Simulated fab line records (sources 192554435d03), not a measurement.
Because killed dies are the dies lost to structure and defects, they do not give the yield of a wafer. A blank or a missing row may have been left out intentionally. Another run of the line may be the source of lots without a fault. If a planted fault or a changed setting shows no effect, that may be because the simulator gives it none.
Split-lot study    flow n5Finfet    route with 1938 steps; 7 lots, 21 wafers read

## THE SPLIT
At N5_BEOL_M7_TRENCH_ETCH_37 (etches SiCOH lowk in C4F6/O2, target depth 93.478 nm, time 31.2 s), the setting biasW was moved away from the recipe's 185 W on 5 of the 21 wafers read, by -17.4% to +9.0%. The other wafers ran this setting at the recipe's value.

The reading is taken at the split's own step.

## THE READING
rfVppV, in V, at N5_BEOL_M7_TRENCH_ETCH_37 (etches SiCOH lowk in C4F6/O2, target depth 93.478 nm, time 31.2 s). Typical for fault-free wafers on this fab line: 670 V, with standard deviation 11 V.

wafer   tool, chamber at the split  biasW as run, W  against the recipe  rfVppV, V  against lot-mates on the recipe
L074.1  rieDiel-06, 0               185              recipe              672        -
L074.3  rieDiel-06, 1               185              recipe              676        -
L074.4  rieDiel-06, 0               185              recipe              672        -
L079.1  rieDiel-05, 0               173.9            -6.0%               640        -14
L079.2  rieDiel-05, 3               185              recipe              657        -
L079.5  rieDiel-05, 2               185              recipe              650        -
L084.3  rieDiel-02, 2               185              recipe              655        -
L084.4  rieDiel-02, 3               185              recipe              655        -
L084.6  rieDiel-02, 3               185              recipe              654        -
L087.2  rieDiel-06, 3               185              recipe              688        -
L087.4  rieDiel-06, 3               185              recipe              687        -
L087.6  rieDiel-06, 0               185              recipe              670        -
L088.2  rieDiel-02, 3               185              recipe              653        -
L088.5  rieDiel-02, 0               185              recipe              682        -
L088.6  rieDiel-02, 3               164.5            -11.1%              596        -72
L089.1  rieDiel-05, 3               201.6            +9.0%               702        +52
L089.2  rieDiel-05, 2               185              recipe              650        -
L089.6  rieDiel-05, 3               201.6            +9.0%               703        +53
L091.3  rieDiel-06, 2               185              recipe              682        -
L091.4  rieDiel-06, 0               152.9            -17.4%              578        -104
L091.6  rieDiel-06, 2               185              recipe              682        -

FIT RESULTS
A straight line over all 21 wafers: rfVppV changes by +5.02 V for each +1% of biasW; r = +0.90; the points scatter about the line by 13 V.
The same after taking each lot's own level away (the mean of its wafers on the recipe; 21 wafers): +5.85 V for each +1%; r = +0.97; scatter 7.9 V.
Per that fit: largest biasW move, reading shift of 1e+02 V.
The span of the lots' own levels, 650.0 to 682.0 V, comes to 2.9 times the standard deviation stated above.
So the slope is not independent of the lot-to-lot level: the two fits are not the same.
Check: -97.7 V against its lot-mates is what the line predicts for one of the wafers moved furthest among these (-17.4%) when that wafer is left out of the fit. Against them it came out at -104 V.
Tool readings at the split's step, against how far the setting was moved: rfVppV r = +0.90.

## OTHER SPLITS APPLIED TO THESE WAFERS
These wafers also went through other splits before the reading. Each is held against what the fit with the lots' levels taken away leaves over:
other split on the same wafers   wafers away from the commonest value  r with rfVppV (lot level and that fit taken away)
N5_BEOL_M3_HM_DEP_02 targetThkA  6                                     +0.09
N5_BEOL_M4_EXPOSE_08 doseMj      7                                     -0.14
N5_BEOL_M4_DESCUM_16 timeS       8                                     -0.07
N5_BEOL_M4_DESCUM_33 timeS       7                                     -0.12
N5_BEOL_M5_COAT_05 spinRpm       9                                     +0.19
N5_BEOL_M5_SPUTTER_81 timeS      4                                     +0.01

## THE FILE'S OWN FIT
rfVppV changes by +5.86 V for each +1% of biasW, r = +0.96.
